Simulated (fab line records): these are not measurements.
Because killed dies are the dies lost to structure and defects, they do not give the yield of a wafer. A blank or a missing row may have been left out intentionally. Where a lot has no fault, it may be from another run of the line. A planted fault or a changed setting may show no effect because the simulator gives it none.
The tool behind it: which one? -- flow nandHarc -- 72 wafers from 24 lots sampled at 3 of the route's 1302 steps

## WHAT THE GAUGES READ, wafer by wafer
NHARC_P_M0_INSPECT_11.
lot,measured,on,rawDefectCount
L074,day 6 04:35,defectInspect-02,6 4 5
L075,day 6 10:24,defectInspect-01,2 5 2
L076,day 6 18:38,defectInspect-02,2 5 9
L078,day 7 19:04,defectInspect-02,9 3 3
L077,day 7 19:45,defectInspect-01,6 3 3
L079,day 8 10:04,defectInspect-02,6 2 6
L080,day 8 11:07,defectInspect-02,4 4 6
L081,day 9 08:57,defectInspect-02,3 4 3
L082,day 9 13:59,defectInspect-01,5 6 1
L083,day 10 04:26,defectInspect-02,8 3 13
L084,day 10 05:32,defectInspect-02,1 4 4
L086,day 10 19:56,defectInspect-01,2 3 3
L085,day 10 21:18,defectInspect-02,4 5 0
L087,day 11 06:20,defectInspect-01,6 5 4
L088,day 12 07:17,defectInspect-01,3 5 4
L089,day 12 12:08,defectInspect-01,3 5 4
L090,day 12 14:47,defectInspect-01,4 7 6
L091,day 13 10:13,defectInspect-02,5 4 10
L092,day 13 14:23,defectInspect-02,3 1 3
L093,day 13 20:55,defectInspect-01,3 4 2
L094,day 14 17:13,defectInspect-01,6 4 3
L095,day 14 17:14,defectInspect-02,6 7 4
L096,day 15 05:20,defectInspect-02,6 2 13
L097,day 15 12:19,defectInspect-02,3 4 0

## TOOL THAT RAN EACH LOT (tool first, then ch and the chambers of the sampled wafers, then the start)
lot,NHARC_P_GATE_RTA_64,NHARC_P_CONTACT_CMP_24
L074,"rtpAnneal-01 ch 0, day 5 21:06","cmp-02 ch 0,2,3, day 6 03:10"
L075,"rtpAnneal-01 ch 0, day 6 03:02","cmp-02 ch 0,1, day 6 09:06"
L076,"rtpAnneal-01 ch 0, day 6 11:29","cmp-04 ch 0,1, day 6 17:14"
L078,"rtpAnneal-02 ch 0, day 7 12:04","cmp-01 ch 1,2,3, day 7 17:40"
L077,"rtpAnneal-01 ch 0, day 7 12:35","cmp-04 ch 0,1,3, day 7 18:22"
L079,"rtpAnneal-01 ch 0, day 8 03:04","cmp-02 ch 0,1,2, day 8 08:47"
L080,"rtpAnneal-01 ch 0, day 8 04:08","cmp-02 ch 0,3, day 8 09:41"
L081,"rtpAnneal-02 ch 0, day 9 01:44","cmp-02 ch 2,3, day 9 07:38"
L082,"rtpAnneal-02 ch 0, day 9 06:42","cmp-04 ch 0,1, day 9 12:40"
L083,"rtpAnneal-01 ch 0, day 9 21:09","cmp-02 ch 0,2,3, day 10 03:02"
L084,"rtpAnneal-02 ch 0, day 9 22:22","cmp-04 ch 0,1,2, day 10 04:13"
L086,"rtpAnneal-01 ch 0, day 10 12:31","cmp-01 ch 0,2,3, day 10 18:31"
L085,"rtpAnneal-02 ch 0, day 10 12:55","cmp-04 ch 0,2, day 10 19:53"
L087,"rtpAnneal-01 ch 0, day 10 23:19","cmp-01 ch 0,2,3, day 11 05:02"
L088,"rtpAnneal-01 ch 0, day 11 23:36","cmp-02 ch 0,1,2, day 12 05:46"
L089,"rtpAnneal-01 ch 0, day 12 03:51","cmp-04 ch 1,2,3, day 12 10:39"
L090,"rtpAnneal-02 ch 0, day 12 06:59","cmp-02 ch 1,2,3, day 12 13:22"
L091,"rtpAnneal-01 ch 0, day 13 03:02","cmp-01 ch 0,2,3, day 13 08:47"
L092,"rtpAnneal-02 ch 0, day 13 07:15","cmp-04 ch 0,1,3, day 13 12:59"
L093,"rtpAnneal-02 ch 0, day 13 13:58","cmp-02 ch 0,1,2, day 13 19:36"
L094,"rtpAnneal-01 ch 0, day 14 07:05","cmp-04 ch 0,2,3, day 14 12:59"
L095,"rtpAnneal-02 ch 0, day 14 09:40","cmp-04 ch 0,1,2, day 14 15:46"
L096,"rtpAnneal-01 ch 0, day 14 21:56","cmp-01 ch 1,2,3, day 15 03:56"
L097,"rtpAnneal-01 ch 0, day 15 05:01","cmp-04 ch 0,1,2, day 15 10:56"
- NHARC_P_GATE_RTA_64: time 1 s.
- NHARC_P_CONTACT_CMP_24: polishes, t overpolish 30 s, target thk 200 nm.

## WHAT THE TOOLS THEMSELVES READ (means of the sampled wafers that have a number; where no wafer has one, the mark that the record gives instead)
NHARC_P_GATE_RTA_64.
lot,tool,lampPowerPct (%),lamp_zone_3_pct (%),wafer_temp_C_max
L074,rtpAnneal-01,37,37,1057.4
L075,rtpAnneal-01,37,37,1058.3
L076,rtpAnneal-01,37,37,1057.2
L078,rtpAnneal-02,31,30,1053.4
L077,rtpAnneal-01,37,37,1056.7
L079,rtpAnneal-01,37,37,1058.1
L080,rtpAnneal-01,37,37,1056.5
L081,rtpAnneal-02,31,31,1054.8
L082,rtpAnneal-02,31,31,1054.7
L083,rtpAnneal-01,37,37,1057.5
L084,rtpAnneal-02,30,31,1054.1
L086,rtpAnneal-01,37,37,1058.0
L085,rtpAnneal-02,31,31,1055.1
L087,rtpAnneal-01,37,37,1057.0
L088,rtpAnneal-01,37,37,1057.3
L089,rtpAnneal-01,37,37,1057.4
L090,rtpAnneal-02,31,31,1055.0
L091,rtpAnneal-01,37,37,1057.8
L092,rtpAnneal-02,30,31,1053.9
L093,rtpAnneal-02,30,31,1055.7
L094,rtpAnneal-01,37,37,1057.7
L095,rtpAnneal-02,31,31,1055.8
L096,rtpAnneal-01,37,37,1057.8
L097,rtpAnneal-01,37,37,1058.2

NHARC_P_CONTACT_CMP_24.
lot,tool,motorCurrentA (A),overpolishRunS (s),timeToEndpointS (s)
L074,cmp-02,10.4,29.999,43
L075,cmp-02,12.2,30.007,43
L076,cmp-04,12.0,29.993,40
L078,cmp-01,12.6,30.009,39
L077,cmp-04,11.5,29.997,37
L079,cmp-02,11.8,29.998,40
L080,cmp-02,10.2,29.994,38
L081,cmp-02,11.5,30.007,39
L082,cmp-04,12.4,30.007,41
L083,cmp-02,10.9,29.997,39
L084,cmp-04,12.4,30.005,45
L086,cmp-01,11.7,29.998,40
L085,cmp-04,12.2,30.006,44
L087,cmp-01,11.5,30.002,37
L088,cmp-02,12.0,29.997,42
L089,cmp-04,11.4,29.989,44
L090,cmp-02,11.7,29.996,44
L091,cmp-01,12.3,30.010,37
L092,cmp-04,11.7,30.005,42
L093,cmp-02,11.8,29.995,42
L094,cmp-04,11.5,29.999,40
L095,cmp-04,12.3,30.005,45
L096,cmp-01,12.4,30.005,37
L097,cmp-04,11.9,29.991,42

## THE ANSWER, worked out from the rows above alone
Rule: what is usual is taken from the lots themselves. The widest of any qualifying gaps counts: lots, ordered by their means at a reading, are off when they make up no more than a third of the lots, leave a main group of 4 or more, and stand apart from it by 3 or more times the standard deviation of that group's means. A main group is skipped when, at the precision printed for the reading in the tables above, its means are all equal. Also off: a lot with no number at a reading for which 4 or more lots have one. The other lots that the step has rows for count as sound. First the gauges in route order, then the tools' own readings, where a lot's mean is used as printed above. The first step at which some lot is off is used, and at that step the reading that is off furthest; a lot without a number counts as furthest.
No lot is off at any reading shown: from this, nothing can be told.

## WHAT THE SIMULATOR PUT IN
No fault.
